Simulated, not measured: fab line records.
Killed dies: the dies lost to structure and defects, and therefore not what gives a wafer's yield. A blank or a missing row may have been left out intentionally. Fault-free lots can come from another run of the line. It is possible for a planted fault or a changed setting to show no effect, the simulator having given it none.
Which of the tools did it? + flow nand-harc + 13 lots with 37 wafers sampled at 5 steps, on a route of 1159 steps

WHAT THE GAUGES READ, wafer by wafer
NHARC_END_SORT_01. Usual: killed-at-array 31, standard deviation 12; killed-at-other 0.6, standard deviation 0.85; killed-at-periphery 3.0, standard deviation 2.3; killed-dies 35, standard deviation 12; killed-open 3.2, standard deviation 1.9; killed-short 1.8, standard deviation 1.4.
| lot  | measured     | on        | killed-at-array | killed-at-other | killed-at-periphery | killed-dies | killed-open | killed-short | flag |
|------|--------------|-----------|-----------------|-----------------|---------------------|-------------|-------------|--------------|------|
| L153 | day 24 03:32 | prober-01 | 672             | 1               | 4                   | 677         | 6           | 1            | OFF  |

WHAT TOOL EACH LOT RAN ON (gives the tool, then ch and the chambers of the sampled wafers, and finally the start)
| lot  | NHARC_A_STAIRCASE_DEP_259       | NHARC_A_BONDPAD_ANNEAL_28        | NHARC_A_BONDPAD_CMP_19        | NHARC_THIN_TSV_DEP_43           |
|------|---------------------------------|----------------------------------|-------------------------------|---------------------------------|
| L134 | pecvd-03 ch 1,2, day 11 19:41   | rtp-anneal-01 ch 0, day 18 07:29 | cmp-04 ch 1,2,3, day 18 07:51 | pecvd-01 ch 0,2, day 19 00:56   |
| L136 | pecvd-04 ch 0,1,2, day 12 04:13 | rtp-anneal-01 ch 0, day 18 06:05 | cmp-04 ch 0,2,3, day 18 06:31 | pecvd-03 ch 1,2, day 18 21:26   |
| L137 | pecvd-03 ch 0,1,2, day 12 07:14 | rtp-anneal-02 ch 0, day 18 11:29 | cmp-02 ch 1,2, day 18 12:08   | pecvd-03 ch 0,1, day 18 23:45   |
| L135 | pecvd-03 ch 0,2, day 12 11:29   | rtp-anneal-02 ch 0, day 18 14:07 | cmp-04 ch 0,2,3, day 18 14:43 | pecvd-04 ch 0,1, day 19 05:16   |
| L138 | pecvd-04 ch 0,1,2, day 12 11:52 | rtp-anneal-02 ch 0, day 18 08:24 | cmp-02 ch 0,1,3, day 18 09:02 | pecvd-04 ch 0,1,2, day 18 22:46 |
| L139 | pecvd-04 ch 0,1, day 13 11:14   | rtp-anneal-01 ch 0, day 19 12:20 | cmp-02 ch 0,2,3, day 19 12:43 | pecvd-03 ch 1,2, day 20 00:51   |
| L143 | pecvd-03 ch 0,1,2, day 14 05:54 | rtp-anneal-02 ch 0, day 20 21:13 | cmp-04 ch 0,1,3, day 20 21:37 | pecvd-04 ch 1,2, day 21 11:28   |
| L145 | pecvd-03 ch 0,1, day 14 12:52   | rtp-anneal-01 ch 0, day 20 17:52 | cmp-04 ch 0,3, day 20 18:12   | pecvd-04 ch 0,1, day 21 10:16   |
| L144 | pecvd-04 ch 0,1,2, day 14 16:31 | rtp-anneal-02 ch 0, day 20 21:54 | cmp-01 ch 1,2,3, day 20 22:15 | pecvd-04 ch 0,1, day 21 12:38   |
| L146 | pecvd-03 ch 0,1,2, day 15 06:53 | rtp-anneal-01 ch 0, day 21 23:53 | cmp-04 ch 1,2,3, day 22 00:16 | pecvd-03 ch 1,2, day 22 15:45   |
| L154 | pecvd-02 ch 0,1,2, day 16 06:07 | rtp-anneal-01 ch 0, day 22 16:10 | cmp-01 ch 0,3, day 22 16:33   | pecvd-03 ch 0,1,2, day 23 08:20 |
| L153 | pecvd-03 ch 1, day 16 10:37     | -                                | -                             | -                               |
| L155 | pecvd-02 ch 0,1,2, day 16 23:41 | rtp-anneal-01 ch 0, day 23 18:14 | cmp-01 ch 1,3, day 23 18:30   | pecvd-03 ch 0,2, day 24 09:21   |
- NHARC_A_STAIRCASE_DEP_259: deposits SiON, target thk 30 nm.
- NHARC_A_BONDPAD_ANNEAL_28: time 90 s.
- NHARC_A_BONDPAD_CMP_19: polishes, t overpolish 30 s, cu recess touch 16 s, target thk 169.8 nm.
- NHARC_THIN_TSV_DEP_43: deposits SiO2, target thk 1328.5 nm.

AS READ BY THE TOOLS THEMSELVES (means over the sampled wafers that have a number; for cases with no such wafer, the mark the record gives instead)
NHARC_A_STAIRCASE_DEP_259. Usual: heater-power-outer-w 462 W, standard deviation 75; heater-power-w 753 W, standard deviation 96.
| lot  | tool     | heater-power-outer-w (W) | heater-power-w (W) | flag |
|------|----------|--------------------------|--------------------|------|
| L134 | pecvd-03 | 533                      | 839                |      |
| L136 | pecvd-04 | 411                      | 691                |      |
| L137 | pecvd-03 | 496                      | 801                |      |
| L135 | pecvd-03 | 505                      | 791                |      |
| L138 | pecvd-04 | 430                      | 707                |      |
| L139 | pecvd-04 | 412                      | 687                |      |
| L143 | pecvd-03 | 475                      | 773                |      |
| L145 | pecvd-03 | 402                      | 693                |      |
| L144 | pecvd-04 | 437                      | 722                |      |
| L146 | pecvd-03 | 489                      | 791                |      |
| L154 | pecvd-02 | 463                      | 752                |      |
| L153 | pecvd-03 | 485                      | 786                |      |
| L155 | pecvd-02 | 475                      | 796                |      |

NHARC_A_BONDPAD_ANNEAL_28. Usual: anneal-temp-c 225.01 C, standard deviation 0.17; wafer_temp_C_max 226.7, standard deviation 0.33.
| lot  | tool          | anneal-temp-c (C) | wafer_temp_C_max | flag |
|------|---------------|-------------------|------------------|------|
| L134 | rtp-anneal-01 | 225.15            | 226.7            |      |
| L136 | rtp-anneal-01 | 224.70            | 226.4            |      |
| L137 | rtp-anneal-02 | 224.91            | 227.0            |      |
| L135 | rtp-anneal-02 | 225.11            | 226.9            |      |
| L138 | rtp-anneal-02 | 225.14            | 227.1            |      |
| L139 | rtp-anneal-01 | 224.99            | 226.4            |      |
| L143 | rtp-anneal-02 | 224.95            | 226.9            |      |
| L145 | rtp-anneal-01 | 225.05            | 226.7            |      |
| L144 | rtp-anneal-02 | 225.02            | 226.7            |      |
| L146 | rtp-anneal-01 | 224.92            | 226.4            |      |
| L154 | rtp-anneal-01 | 225.09            | 226.4            |      |
| L155 | rtp-anneal-01 | 224.80            | 226.5            |      |

NHARC_A_BONDPAD_CMP_19. Usual: motor-current-A 11.6 A, standard deviation 1.5; overpolish-run-s 30.001 s, standard deviation 0.0088; retaining-ring-pressure-frac 1.000, standard deviation 0.0047.
| lot  | tool   | motor-current-A (A) | overpolish-run-s (s) | retaining-ring-pressure-frac | flag |
|------|--------|---------------------|----------------------|------------------------------|------|
| L134 | cmp-04 | 11.2                | 30.005               | 1.003                        |      |
| L136 | cmp-04 | 10.7                | 29.996               | 1.003                        |      |
| L137 | cmp-02 | 12.8                | 30.002               | 0.995                        |      |
| L135 | cmp-04 | 10.9                | 29.990               | 1.001                        |      |
| L138 | cmp-02 | 11.7                | 30.001               | 1.004                        |      |
| L139 | cmp-02 | 12.0                | 29.993               | 1.000                        |      |
| L143 | cmp-04 | 10.7                | 30.010               | 1.002                        |      |
| L145 | cmp-04 | 10.4                | 30.000               | 0.993                        |      |
| L144 | cmp-01 | 13.8                | 29.993               | 1.007                        |      |
| L146 | cmp-04 | 11.0                | 30.004               | 1.000                        |      |
| L154 | cmp-01 | 13.0                | 29.997               | 1.005                        |      |
| L155 | cmp-01 | 13.1                | 30.003               | 0.996                        |      |

NHARC_THIN_TSV_DEP_43. Usual: throttle-valve-pct at 16.1 %, with a standard deviation of 0.57.
| lot  | tool     | throttle-valve-pct (%) | flag |
|------|----------|------------------------|------|
| L134 | pecvd-01 | 16.5                   |      |
| L136 | pecvd-03 | 16.6                   |      |
| L137 | pecvd-03 | 16.5                   |      |
| L135 | pecvd-04 | 15.7                   |      |
| L138 | pecvd-04 | 15.4                   |      |
| L139 | pecvd-03 | 16.8                   |      |
| L143 | pecvd-04 | 15.4                   |      |
| L145 | pecvd-04 | 15.7                   |      |
| L144 | pecvd-04 | 15.8                   |      |
| L146 | pecvd-03 | 16.4                   |      |
| L154 | pecvd-03 | 16.2                   |      |
| L155 | pecvd-03 | 16.6                   |      |

THE ANSWER, worked out from the rows above alone
Rule: a lot is off if the mean of its wafers that have a number lies more than 3 standard deviations from the usual mean. A lot without any number at a reading at which 4 lots or more have one is off too. All remaining lots with rows at the step are treated as sound. Order of review: gauges by route order, followed by the tools' own readings, for which a lot's mean as printed above is used. At the first step where some lot is off, the reading lying furthest off is the one used; lots without a number count as furthest.
Off: L153, at NHARC_END_SORT_01 (killed-dies). Neither off nor sound, because the step has no rows for them: L134, L136, L137, L135, L138, L139, L143, L145, L144, L146, L154, L155.
A tool fits if, at a process step before that reading, it ran every lot that is off, and no sound lot after the first of them. Gauges at NHARC_END_SORT_01: tried the same way as those tools. Can't be told from this: 2 tools fit, pecvd-03 at NHARC_A_STAIRCASE_DEP_259, prober-01 at NHARC_END_SORT_01.

WHAT THE SIMULATOR PUT IN
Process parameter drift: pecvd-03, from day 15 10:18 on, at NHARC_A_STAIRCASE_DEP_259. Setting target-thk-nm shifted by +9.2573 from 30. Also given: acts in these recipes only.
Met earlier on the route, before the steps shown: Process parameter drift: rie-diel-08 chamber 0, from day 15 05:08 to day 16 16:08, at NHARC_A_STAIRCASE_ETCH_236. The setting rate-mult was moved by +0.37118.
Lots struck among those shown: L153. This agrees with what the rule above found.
